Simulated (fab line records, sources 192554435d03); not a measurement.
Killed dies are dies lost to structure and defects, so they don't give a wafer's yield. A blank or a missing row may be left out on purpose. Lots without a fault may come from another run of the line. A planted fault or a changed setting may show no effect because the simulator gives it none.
A struck lot beside a sound one | flow n5_finfet | 16 steps out of a route of 1938
Sound: wafers L325.2, L325.3, L325.5. Struck: wafers L340.1, L340.2. (L340.5 of the same lot was not struck and is left out.) The cause comes at the end.
At each step with rows: each side's tool, then ch and its chambers, then its first start. Under that, the readings that differ: sound wafers | struck wafers | difference of the means | sigmas: that difference in standard deviations of wafers without a fault.
alike: readings whose means differ by less than 2 such deviations, and words and numbers that are the same on both sides. not compared: withheld readings, readings that some wafer has no value for, bounds like >300 that may hide the same value, and numbers for which the record gives no deviation and whose values overlap.
The two part at a step that has a row with sigmas, a row that says differs or no value, or rows on one side only. Numbers that don't overlap but have no deviation are shown without sigmas and don't part them. A reading that every wafer of one side lacks parts them only if that side has two wafers or more.

N5_MOL_CONTACT_COAG_CD_MEAS_08: target cd 28 nm.
  sound on cd_sem-03 ch 0, day 5 23:38; struck on cd_sem-02 ch 0, day 9 17:04
  alike: cd_nm
N5_MOL_CONTACT_COAG_OVL_MEAS_09:
  sound on overlay-02 ch 0, day 5 23:41; struck on overlay-02 ch 0, day 9 17:05
  alike: CA_OVL
N5_MOL_CONTACT_COAG_INSPECT_10: inspects for defects (brightfield).
  sound on defect_inspect-01, day 5 23:44; struck on defect_inspect-02, day 9 17:09
  alike: raw_defect_count
N5_MOL_CONTACT_COAG_DESCUM_13: chemistry O2, time 7 s.
  sound on rie_diel-05 ch 0,3, day 5 23:53; struck on rie_diel-02 ch 1,3, day 9 17:31
  alike: drypump_motor_current_A, oes_product_au, rf_vpp_V, showerhead_plenum_p_Torr, throttle_valve_pct
  not compared: rf_hours_counter_h
N5_MOL_CONTACT_COAG_ETCH_59: etches underlayer in N2/H2, target depth 13 nm, time 10.4 s.
  sound on rie_diel-05 ch 0,3, day 5 23:55; struck on rie_diel-02 ch 1,3, day 9 17:33
  alike: drypump_motor_current_A, etch_rf_on_time_s, oes_product_au, rf_vpp_V, showerhead_plenum_p_Torr, throttle_valve_pct
  not compared: rf_hours_counter_h
N5_MOL_CONTACT_COAG_ETCH_105: etches SiARC in CF4, target depth 15.6 nm, time 26 s.
  sound on rie_diel-05 ch 0,3, day 5 23:56; struck on rie_diel-02 ch 1,3, day 9 17:34
  alike: drypump_motor_current_A, etch_rf_on_time_s, oes_product_au, rf_vpp_V, showerhead_plenum_p_Torr, throttle_valve_pct
  not compared: rf_hours_counter_h
then, 3 steps without rows for these wafers: N5_MOL_CONTACT_COAG_ETCH_106 (etches SOC in N2/H2, target depth 80 nm, overetch 16 nm, time 120 s); N5_MOL_CONTACT_COAG_STRIP_107 (strips in N2/H2); N5_MOL_CONTACT_COAG_STRIP_108 (strips in N2/H2).
N5_MOL_CONTACT_COAG_CONTACT_ETCH_14: etches SiO2 in C4F6/O2, target depth 27.5 nm, overetch 8.5 nm, time 20 s.
  sound on rie_diel-05 ch 0,3, day 6 00:04; struck on rie_diel-02 ch 1,3, day 9 17:42
  alike: O2_flow_sccm, drypump_motor_current_A, oes_product_au, rf_vpp_V, showerhead_plenum_p_Torr, throttle_valve_pct
  not compared: rf_hours_counter_h
then, 1 step without rows for these wafers: N5_MOL_CONTACT_COAG_STRIP_109 (strips in C4F6/O2).
N5_MOL_CONTACT_COAG_ETCH_15: etches SiNx in CH3F/O2, stops on Si:P, target depth 7 nm.
  sound on rie_diel-05 ch 0,3, day 6 00:07; struck on rie_diel-02 ch 1,3, day 9 17:44
  alike: O2_flow_sccm, drypump_motor_current_A, oes_product_au, rf_vpp_V, showerhead_plenum_p_Torr, throttle_valve_pct
  not compared: rf_hours_counter_h
N5_MOL_CONTACT_COAG_ETCH_110: etches Si in CF4/O2, target depth 2.5 nm, time 8 s.
  sound on rie_diel-05 ch 0,3, day 6 00:10; struck on rie_diel-02 ch 1,3, day 9 17:47
  reading                                            | sound             | struck      | difference | sigmas
  oes_product_au (a.u.)                              | 0.68 0.75 0.68    | 0.90 1.12   | +0.31      | +4
  model.etch.depth_nm (nm)                           | 2.356 2.378 2.356 | 3.383 3.593 | +1.125     |
  model.SOC_of_MOL_CONTACT_COAG_COAT_103.thk_nm (nm) | 74.2 74.2 74.2    | 73.2 73     | -1.1       |
  alike: O2_flow_sccm, drypump_motor_current_A, rf_vpp_V, showerhead_plenum_p_Torr, throttle_valve_pct
  not compared: rf_hours_counter_h, model.SiGe-B_of_SD_EPI_P_EPI_21.thk_nm
then, 1 step without rows for these wafers: N5_MOL_CONTACT_COAG_STRIP_98 (strips in N2/H2).
-- the record jumps here: 4 days lie between the struck wafers' starts before and after (it left off in module MOL_CONTACT_COAG and takes up again in module BEOL_M4, whose first step shown is number 1111 of the route) --
N5_BEOL_M4_RC_MEAS_101:
  sound on prober-02 ch 0, day 9 23:25; struck on prober-02 ch 0, day 13 18:38
  reading       | sound          | struck    | difference | sigmas
  DIBL_N (mV/V) | 37.3 35.3 38.8 | 35.1 28.9 | -5.1       | -2
  DIBL_P (mV/V) | 37.8 35.8 38.8 | 34.5 28.0 | -6.2       | -2
  ION_N (uA/um) | 682 675 697    | 657 632   | -40        | -3
  ION_P (uA/um) | 467 467 474    | 454 443   | -21        | -2
  SS_P (mV/dec) | 73.6 73.0 74.2 | 72.7 70.5 | -2.0       | -2
  VT_N (mV)     | 248 250 245    | 254 261   | +10        | +2
  alike: IOFF_N, IOFF_P, SS_N, VT_P
then, 1 step without rows for these wafers: N5_PASSIVATION_PROBE_49.

WHERE THEY PART
First at N5_MOL_CONTACT_COAG_ETCH_110; last, within this record, at N5_BEOL_M4_RC_MEAS_101.

WHY: what the simulator had put in
Process parameter drift: rie_diel-02, from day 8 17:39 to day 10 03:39, at N5_MOL_CONTACT_COAG_ETCH_110. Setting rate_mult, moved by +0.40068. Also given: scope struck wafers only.
